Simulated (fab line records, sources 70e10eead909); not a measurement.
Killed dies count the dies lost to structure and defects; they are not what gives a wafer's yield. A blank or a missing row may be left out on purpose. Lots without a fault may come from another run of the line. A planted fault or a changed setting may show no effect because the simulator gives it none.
Which tool did it? + flow nand-harc + at 1 step of a route of 1302, 12 lots with 36 wafers sampled

## WHAT THE GAUGES READ, wafer by wafer
NHARC_A_M0_THK_MEAS_24: measures by xrf.
| lot  | measured     | on            | thk-nm (nm)       |
|------|--------------|---------------|-------------------|
| L074 | day 23 18:14 | film-metro-01 | 114.8 112.5 114.2 |
| L076 | day 23 20:05 | film-metro-02 | 115.4 114.2 117.2 |
| L078 | day 24 08:32 | film-metro-01 | 116.9 115.3 116.9 |
| L081 | day 26 06:32 | film-metro-01 | 113.5 112.5 115.2 |
| L083 | day 26 18:21 | film-metro-01 | 114.6 116.4 115.0 |
| L084 | day 27 18:46 | film-metro-02 | 111.8 112.0 114.1 |
| L087 | day 28 15:10 | film-metro-01 | 116.6 112.7 114.7 |
| L088 | day 29 16:40 | film-metro-02 | 116.0 112.8 115.8 |
| L093 | day 30 14:06 | film-metro-01 | 115.6 118.1 113.3 |
| L092 | day 30 19:03 | film-metro-02 | 113.7 113.9 113.0 |
| L095 | day 31 16:40 | film-metro-01 | 114.7 115.1 113.0 |
| L096 | day 32 17:50 | film-metro-02 | 113.6 113.9 114.5 |

## TOOL THAT RAN EACH LOT (tool first, then ch and the chambers of the sampled wafers, then the start)
The record shows no process step preceding these readings.

## THE ANSWER, worked out from the rows above alone
Rule: what is usual is taken from the lots themselves. Put in order of their means at a reading, lots are off if they are a third of the lots or fewer, leave a main group of 4 or more, and stand apart from it by a gap of 3 or more times the standard deviation of the main group's means; of several such gaps the widest counts. Not used: any main group whose means are identical at the precision the tables above print for the reading. Also off: a lot with no number at a reading for which 4 or more lots have one. Any other lot the step has rows for is counted as sound.
No lot is off on any of the readings shown, so nothing can be concluded from this.

## WHAT THE SIMULATOR HAD PUT IN
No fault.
